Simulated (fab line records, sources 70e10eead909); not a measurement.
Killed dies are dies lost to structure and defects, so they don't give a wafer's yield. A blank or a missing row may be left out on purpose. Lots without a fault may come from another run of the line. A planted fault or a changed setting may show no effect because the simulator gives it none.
Chamber matching | flow nand_harc | NHARC_A_SLIT_ETCH_24 on rie_diel-03: 4 sister chambers
The step etches the open film in CF4/CHF3, target depth 121 nm, time 60.5 s. 18 wafers are shown with their chamber, then 9 later ones without.

WAFERS WITH THEIR CHAMBER
wafer  | chamber | drypump_motor_current_A (A) | showerhead_plenum_p_Torr (Torr) | rf_vpp_V (V)
L074.1 | 2       | 6.8                         | 1.66                            | 373.9
L074.5 | 1       | 6.2                         | 1.52                            | 369.7
L074.6 | 0       | 4.7                         | 1.67                            | 373.7
L076.1 | 3       | 5.0                         | 1.50                            | 367.4
L076.2 | 0       | 4.7                         | 1.67                            | 374.2
L076.6 | 3       | 5.0                         | 1.50                            | 368.5
L084.2 | 2       | 6.8                         | 1.66                            | 373.4
L084.4 | 1       | 6.2                         | 1.52                            | 369.4
L084.5 | 2       | 6.8                         | 1.66                            | 372.4
L083.2 | 1       | 6.1                         | 1.52                            | 368.5
L083.3 | 0       | 4.7                         | 1.67                            | 375.1
L083.5 | 2       | 6.8                         | 1.66                            | 373.8
L085.1 | 0       | 4.7                         | 1.67                            | 373.5
L085.2 | 2       | 6.8                         | 1.66                            | 374.2
L085.6 | 2       | 6.8                         | 1.66                            | 373.0
L089.2 | 3       | 5.0                         | 1.50                            | 367.9
L089.4 | 0       | 4.7                         | 1.66                            | 373.3
L089.5 | 1       | 6.1                         | 1.51                            | 367.6

SIGNATURES (means of the wafers above)
reading                  | chamber 0 | chamber 1 | chamber 2 | chamber 3 | scatter within a chamber
drypump_motor_current_A  | 4.700     | 6.150     | 6.800     | 5.000     | 0.0267
showerhead_plenum_p_Torr | 1.6680    | 1.5175    | 1.6600    | 1.5000    | 0.00333
rf_vpp_V                 | 373.960   | 368.800   | 373.450   | 367.933   | 0.736
Rule: a wafer's distance from a chamber is the root of the sum, over the readings, of the square of ((its reading less the chamber's mean) divided by the reading's scatter). The wafer belongs to the nearest chamber; if the next one is less than 2 further off, it can't be placed. The scatter: the root of (the sum of the squares of (reading less its chamber's mean) over the shown wafers, divided by (wafers less chambers)).

WAFERS WITHOUT THEIR CHAMBER
wafer  | drypump_motor_current_A (A) | showerhead_plenum_p_Torr (Torr) | rf_vpp_V (V)
L093.1 | 4.7                         | 1.66                            | 373.2
L093.2 | 6.1                         | 1.51                            | 367.3
L093.6 | 6.1                         | 1.51                            | 368.3
L092.1 | 4.7                         | 1.66                            | 373.4
L092.2 | 6.8                         | 1.66                            | 374.2
L092.6 | 5.0                         | 1.50                            | 368.5
L094.1 | 6.2                         | 1.51                            | 370.4
L094.3 | 6.8                         | 1.66                            | 374.1
L094.6 | 6.8                         | 1.66                            | 373.0

WHICH CHAMBER EACH WENT THROUGH
wafer  | from the rows above | in truth
L093.1 | 0                   | 0
L093.2 | 1                   | 1
L093.6 | 1                   | 1
L092.1 | 0                   | 0
L092.2 | 2                   | 2
L092.6 | 3                   | 3
L094.1 | 1                   | 1
L094.3 | 2                   | 2
L094.6 | 2                   | 2
Placed correctly: 9 of 9. Can't be placed from these rows: 0. Placed wrongly: 0.
